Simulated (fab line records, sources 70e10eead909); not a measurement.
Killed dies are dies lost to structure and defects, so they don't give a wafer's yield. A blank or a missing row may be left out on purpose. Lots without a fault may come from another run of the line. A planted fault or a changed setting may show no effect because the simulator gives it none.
fab line records | flow nand_harc
record lots=5 wafers=14 last_day=33
route steps=1302 shown A_WL_FILL@956
lots that met no fault: from a run of the same line without faults
start_h: hours from the record's first day to the start of the lot's first wafer shown | wait_h: hours since the lot's step before | " the same as in the row above | L1.1+2: a row that stands for several wafers | - no value, or no start given | * or withheld: withheld | < > ~ a bound
route shown NAME@n: a module of which the file shows steps, and the number in the route of the first | usual: mean/standard deviation of fault-free wafers | same: alike in all rows | chamber/n: place in a boat | sites: the reading at each site | _std_site: their standard deviation | _edge_site: outer sites' mean less inner sites' | radius_mm: how far each site lies from the wafer's centre | mask NAME#n: copy n | behind: the tool/chamber that last shaped the wafer | hold: why the lot was held/for how many hours/how that ended | device: the transistor (n, p or np) that didn't switch | end of line: the same wafers' tests at the end of the route | a step without rows: its recipe alone | killed: dies lost to structure and defects at the first sort, not the wafer's yield | map: a wafer's dies, x killed, . not, _ none there
set.NAME: the setting as run; set.NAME@STEP: as run at that earlier step | model.NAME: the simulator's own value behind a step, which no gauge read
lots at some steps of the route; a table a step, a row a wafer
services: from which hour (start_h, from the record's first day; less than 0 if before it) a tool's chamber was out of use, for how many hours, and why
## steps
# step NHARC_A_WL_FILL_CVD_03
# recipe target_thk_a=400 temp_c=300 pressure_torr=40 wf6_flow_sccm=40 h2_flow_sccm=1600 ar_flow_sccm=1560 time_s=279 material=W
# step NHARC_A_WL_FILL_ETCHBACK_04
# recipe target_depth_a=600 time_s=120 chemistry=NF3
# usual chamber_pressure_mTorr=300.03/0.26 drypump_motor_current_A=5.63/0.28 he_backside_leak_sccm=3.35/0.28 oes_product_au=1.001/0.0074
# columns lot.wafer tool chamber start_h wait_h chamber_pressure_mTorr drypump_motor_current_A he_backside_leak_sccm oes_product_au rf_hours_counter_h
L305.4 rie_metal-01 0 447.13 0.3 299.69 5.17 3.12 1.010 -
L305.5 " 1 " " 300.20 5.73 3.37 1.008 -
L305.6 " 0 " " 300.52 5.19 4.01 1.013 -
L306.2 rie_metal-03 0 458.98 0.3 300.03 6.11 3.56 0.989 2.5
L306.4 " 0 " " 299.66 6.10 3.64 0.993 -
L306.6 " 0 " " 300.34 6.12 3.42 0.996 -
L320.1 rie_metal-02 0 594.80 0.3 300.40 5.53 3.55 1.001 3.4
L320.6 " 1 " " 300.05 5.63 3.44 1.002 -
L322.4 rie_metal-02 1 616.40 0.3 299.82 5.63 3.37 1.012 -
L322.3 " 0 " " 299.90 5.60 3.42 1.002 -
L322.6 " 0 " " 299.81 5.60 3.51 1.016 -
L326.2 rie_metal-01 1 676.47 0.3 299.99 5.70 3.53 1.001 1.4
L326.6 " 1 " " 300.16 5.72 3.54 1.006 -
L326.5 " 0 " " 299.85 5.18 3.08 1.000 -
# step NHARC_A_WL_FILL_ETCHBACK_05
# recipe target_depth_a=220 time_s=60 temp_c=40 chemistry=Cl2/BCl3
# usual chamber_pressure_mTorr=10.000/0.0097 drypump_motor_current_A=5.63/0.29 he_backside_leak_sccm=3.4/0.38 oes_product_au=0.999/0.0069
# columns lot.wafer tool chamber start_h wait_h chamber_pressure_mTorr drypump_motor_current_A he_backside_leak_sccm oes_product_au rf_hours_counter_h
L305.4 rie_metal-01 1 447.29 0.1 10.016 5.71 3.4 1.001 -
L305.5 " 1 " " 10.001 5.71 3.5 0.996 -
L305.6 " 0 " " 10.009 5.18 3.1 1.003 -
L306.2 rie_metal-03 1 459.23 0.2 10.006 5.84 3.1 0.996 2.7
L306.4 " 1 " " 9.993 5.83 3.0 0.999 -
L306.6 " 0 " " 9.990 6.10 3.6 1.000 -
L320.1 rie_metal-02 0 595.01 0.2 9.996 5.62 4.5 0.991 3.5
L320.6 " 1 " " 10.003 5.61 3.4 0.995 -
L322.3 rie_metal-02 0 616.60 0.1 9.996 5.60 3.4 1.002 -
L322.4 " 1 " " 9.990 5.64 3.5 1.006 -
L322.6 " 0 " " 10.003 5.56 3.4 1.006 -
L326.2 rie_metal-01 1 676.71 0.2 9.991 5.71 3.4 0.999 1.6
L326.6 " 1 " " 10.014 5.73 3.3 0.996 -
L326.5 " 0 " " 10.014 5.18 3.1 0.997 -
# step NHARC_A_WL_FILL_STRIP_27
# recipe power_w=1500 temp_c=250 time_s=20 chemistry=N2/H2
# usual drypump_motor_current_A=5.9/0.37 heater_power_w=304/14
# columns lot.wafer tool chamber start_h wait_h drypump_motor_current_A heater_power_w rf_hours_counter_h
L305.4 plasma_asher-01 0 447.45 0.1 5.4 283 -
L305.6 " 0 " " 5.4 280 -
L305.5 " 1 " " 6.1 323 -
L306.2 plasma_asher-01 1 459.38 0.1 6.1 311 29
L306.4 " 0 " " 5.4 287 -
L306.6 " 0 " " 5.4 276 -
L320.1 plasma_asher-02 0 595.15 0.1 6.2 304 1
L320.6 " 0 " " 6.3 305 -
L322.3 plasma_asher-01 0 616.76 0.1 5.4 286 -
L322.4 " 1 " " 6.1 316 -
L322.6 " 0 " " 5.4 287 -
L326.2 plasma_asher-02 0 677.03 0.3 6.3 305 16
L326.6 " 0 " " 6.3 309 -
L326.5 " 1 " " 6.2 305 -
# step NHARC_A_WL_FILL_STRIP_28
# recipe time_s=1200 temp_c=72.5 chemistry=post_etch_residue_remover
# step NHARC_A_WL_FILL_PRECLEAN_06
# recipe time_s=300 chemistry=DIW
# step NHARC_A_WL_FILL_SRD_07
# step NHARC_A_WL_FILL_ANNEAL_08
# recipe temp_c=450 time_s=1800
# step NHARC_A_WL_FILL_ALD_10
# recipe target_thk_a=500 pulse_time_s=10 ald_cycles=500 temp_c=300 material=SiO2
# usual heater_power_outer_w=264/35 heater_power_w=466/62 precursor_pulse_height_rel=1.003/0.022
# same ald_cycles=500
# columns lot.wafer tool chamber start_h wait_h heater_power_outer_w heater_power_w precursor_pulse_height_rel
L305.4 ald_hk-01 1 453.19 0.6 238 404 1.006
L305.6 " 0 454.72 2.1 233 401 1.038
L305.5 " 1 " " 234 406 1.004
L306.2 ald_hk-02 3 464.59 0.1 270 526 1.024
L306.4 " 0 " " 285 487 1.007
L306.6 " 0 467.13 2.6 282 482 0.980
L320.1 ald_hk-01 2 603.75 1.1 274 461 0.979
L320.6 " 0 604.76 2.1 242 409 0.956
L322.3 ald_hk-04 0 624.18 2.1 253 428 1.033
L322.4 " 1 625.21 3.2 342 654 1.001
L322.6 " 2 626.25 4.2 275 466 0.988
L326.2 ald_hk-02 1 682.47 0.6 323 494 1.022
L326.6 " 0 684.02 2.1 283 486 0.994
L326.5 " 1 " " 316 484 1.019
# step NHARC_A_WL_FILL_ETCHBACK_16
# recipe target_depth_a=1200 time_s=24 c4f8_flow_sccm=withheld o2_flow_sccm=8 ar_flow_sccm=withheld rf_w=600 bias_w=800 chemistry=C4F8/O2/Ar
# usual bias_w=799.8/2.1 chamber_pressure_mTorr=25.000/0.023 oes_product_au=0.982/0.028 rf_vpp_V=724/3.5
# columns lot.wafer tool chamber start_h wait_h bias_w chamber_pressure_mTorr oes_product_au rf_hours_counter_h rf_vpp_V
L305.4 rie_diel-11 3 - - 799.9 24.996 0.990 2.2 731
L305.5 " 3 " " 799.8 25.036 0.999 - 730
L305.6 " 0 " " 798.8 25.008 0.999 - 726
L306.4 rie_diel-11 0 - - 802.0 25.002 0.932 2.6 726
L306.2 " 2 " " 803.5 24.985 0.933 2.2 725
L306.6 " 3 " " 798.9 25.034 0.928 - 731
L320.1 rie_diel-02 0 - - 800.0 25.023 0.982 1.6 722
L320.6 " 3 " " 800.6 24.961 0.957 - 725
L322.4 rie_diel-11 1 - - 800.1 24.962 0.989 2.1 723
L322.3 " 3 " " 798.8 25.011 1.008 2.1 730
L322.6 " 0 " " 802.9 24.985 0.996 - 724
L326.2 rie_diel-01 1 - - 796.6 24.993 0.999 4.8 718
L326.5 " 2 " " 800.5 25.040 0.996 - 723
L326.6 " 3 " " 799.7 24.978 1.006 - 719
# step NHARC_A_WL_FILL_STRIP_29
# recipe time_s=20 o2_flow_sccm=500 ar_flow_sccm=0 bias_w=0 chemistry=O2
# step NHARC_A_WL_FILL_ETCHBACK_17
# recipe target_depth_a=40 time_s=26.7 chemistry=Cl2/BCl3
# usual chamber_pressure_mTorr=10.000/0.0088 drypump_motor_current_A=5.72/0.3 he_backside_leak_sccm=3.3/0.32 oes_product_au=1.002/0.0081
# columns lot.wafer tool chamber start_h wait_h chamber_pressure_mTorr drypump_motor_current_A he_backside_leak_sccm oes_product_au rf_hours_counter_h
L305.4 rie_metal-03 0 457.53 - 9.995 6.10 3.4 0.996 -
L305.5 " 1 " " 10.023 5.82 2.9 0.997 -
L305.6 " 0 " " 9.992 6.11 3.5 0.990 -
L306.2 rie_metal-03 1 469.39 - 9.990 5.84 2.9 1.002 2.8
L306.4 " 0 " " 9.998 6.13 4.0 0.994 -
L306.6 " 1 " " 9.988 5.84 2.9 1.001 -
L320.1 rie_metal-03 0 607.53 - 9.998 6.12 3.7 1.440 1.5
L320.6 " 1 " " 10.000 5.82 2.9 1.006 -
L322.3 rie_metal-02 0 630.13 - 10.004 5.60 3.4 0.993 -
L322.4 " 1 " " 10.000 5.65 3.3 1.015 -
L322.6 " 0 " " 10.005 5.63 3.4 1.003 -
L326.2 rie_metal-01 0 686.79 - 9.991 5.15 3.1 0.985 1.9
L326.5 " 1 " " 10.000 5.72 3.5 0.996 -
L326.6 " 0 " " 9.996 5.15 3.2 0.998 -
# step NHARC_A_WL_FILL_PRECLEAN_18
# recipe time_s=30 chemistry=dHF
## services
# columns tool chamber start_h hours kind
rie_metal-02 - 430.00 9.0 pm
rie_metal-03 - 454.57 1.8 repair
rie_metal-01 1 455.71 4.8 repair
ald_hk-01 - 456.94 10.0 pm
plasma_asher-01 - 488.74 5.2 repair
rie_diel-11 1 494.12 7.3 repair
rie_metal-03 - 495.07 9.0 pm
plasma_asher-01 - 495.75 9.0 pm
ald_hk-02 - 497.40 0.4 repair
ald_hk-02 - 506.48 0.9 repair
rie_metal-01 - 551.00 9.0 pm
plasma_asher-02 - 579.00 9.0 pm
rie_diel-11 - 585.50 9.0 pm
plasma_asher-02 - 595.33 0.4 repair
rie_diel-11 2 600.99 13.4 repair
plasma_asher-02 - 605.27 6.7 repair
rie_metal-02 - 607.00 9.0 pm
rie_diel-11 3 608.11 3.4 repair
rie_metal-01 1 627.58 4.1 repair
rie_diel-11 0 632.39 67.0 repair
rie_metal-01 - 655.85 1.2 repair
rie_metal-02 - 668.49 0.2 repair
rie_metal-03 - 672.07 9.0 pm
plasma_asher-01 - 672.75 9.0 pm
## key
first_sign step=NHARC_A_WL_FILL_ETCHBACK_17 reading=oes_product_au direction=up sigmas=54 usual=1.002 struck=1.440
effect none on later readings
met_at NHARC_A_WL_FILL_ETCHBACK_17
struck_wafers L320.1
tester_left_out L320
onset_between 469.39 607.53
fault kind=process_parameter_drift tool=rie_metal-03 chamber=- onset_h=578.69 steps=NHARC_A_WL_FILL_ETCHBACK_17 channel=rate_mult offset=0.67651 shape=step end_h=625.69 scope=struck_wafers_only
# tester_left_out: of these lots the tester's yield and bins aren't shown, on N5 and GAA mostly nor the transistor test; their killed dies are dies lost to structure and defects alone, not to doping, threshold or leakage, so they don't give the yield
